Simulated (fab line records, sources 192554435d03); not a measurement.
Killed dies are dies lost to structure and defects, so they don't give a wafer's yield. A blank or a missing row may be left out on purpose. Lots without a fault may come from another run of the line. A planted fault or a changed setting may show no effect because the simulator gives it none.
Chamber matching | flow n5_finfet | N5_BEOL_M10_DESCUM_33 on rie_diel-03: 4 sister chambers
The step chemistry O2, time 7.9 s. 4 wafers are shown with their chamber, then 9 later ones without.

WAFERS WITH THEIR CHAMBER
wafer  | chamber | drypump_motor_current_A (A)
L079.4 | 1       | 5.4
L088.1 | 0       | 5.2
L091.4 | 3       | 6.0
L091.6 | 2       | 5.0

WAFERS WITHOUT THEIR CHAMBER
wafer  | drypump_motor_current_A (A)
L090.1 | 5.9
L090.3 | 5.5
L090.5 | 5.2
L092.3 | 5.0
L092.4 | 5.5
L092.6 | 5.2
L096.1 | 5.9
L096.5 | 5.0
L096.6 | 5.2

WHICH CHAMBER EACH WENT THROUGH
wafer  | from the rows above | in truth
L090.1 | 3                   | 3
L090.3 | 1                   | 1
L090.5 | 0                   | 0
L092.3 | 2                   | 2
L092.4 | 1                   | 1
L092.6 | 0                   | 0
L096.1 | 3                   | 3
L096.5 | 2                   | 2
L096.6 | 0                   | 0
Placed correctly: 9 of 9. Can't be placed from these rows: 0. Placed wrongly: 0.
How it was worked out, from the rows above alone: a wafer's distance from a chamber is the root of the sum, over the readings, of the square of ((its reading less the chamber's mean) divided by the reading's scatter). The wafer belongs to the nearest chamber; if the next one is less than 2 further off, it can't be placed. A chamber's mean is the mean of its shown wafers. The scatter: with one shown wafer a chamber, the root of the mean of the squares of how far each hidden wafer lies from its nearest shown one.
